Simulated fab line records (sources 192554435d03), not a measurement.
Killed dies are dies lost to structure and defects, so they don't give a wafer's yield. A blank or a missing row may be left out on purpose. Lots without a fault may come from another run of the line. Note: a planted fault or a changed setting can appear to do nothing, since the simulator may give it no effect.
Matching of chambers / flow n5 finfet / N5_MOL_CONTACT_COAG_CMP_28 on cmp-03: 4 sister chambers
The step polishes, stops on SiNx, t overpolish 0.85 s, target thk 14.522 nm. 4 wafers are shown with their chamber, then 7 later ones without.

## WAFERS PAIRED WITH THEIR CHAMBERS
wafer=L090.1; chamber=1; motor current A (A)=11.5
wafer=L091.6; chamber=0; motor current A (A)=14.6
wafer=L092.1; chamber=2; motor current A (A)=12.7
wafer=L092.3; chamber=3; motor current A (A)=13.8

## WAFERS WITH NO CHAMBER GIVEN
wafer=L092.4; motor current A (A)=11.2
wafer=L094.2; motor current A (A)=15.2
wafer=L094.3; motor current A (A)=14.3
wafer=L094.5; motor current A (A)=13.8
wafer=L095.1; motor current A (A)=14.6
wafer=L095.4; motor current A (A)=12.0
wafer=L095.6; motor current A (A)=12.2

## EACH ONE'S CHAMBER
wafer=L092.4; from the rows above=1; in truth=1
wafer=L094.2; from the rows above=0; in truth=0
wafer=L094.3; from the rows above=can't be placed: 0 or 3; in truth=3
wafer=L094.5; from the rows above=3; in truth=3
wafer=L095.1; from the rows above=0; in truth=0
wafer=L095.4; from the rows above=can't be placed: 1 or 2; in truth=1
wafer=L095.6; from the rows above=can't be placed: 2 or 1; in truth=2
Correct placement for 4 of the 7. Cannot be placed on the basis of these rows: 3; the candidates contain the true chamber in 3. Number placed wrongly: 0.
How it was worked out, from the rows above alone: a wafer's distance from a chamber is the root of the sum, over the readings, of the square of ((its reading less the chamber's mean) divided by the reading's scatter). If the next closest chamber is less than 2 further off than the closest, the wafer can't be placed; otherwise it belongs to the closest. Each chamber's mean is taken over the wafers shown for it. The scatter: with one shown wafer a chamber, the root of the mean of the squares of how far each hidden wafer lies from its nearest shown one.
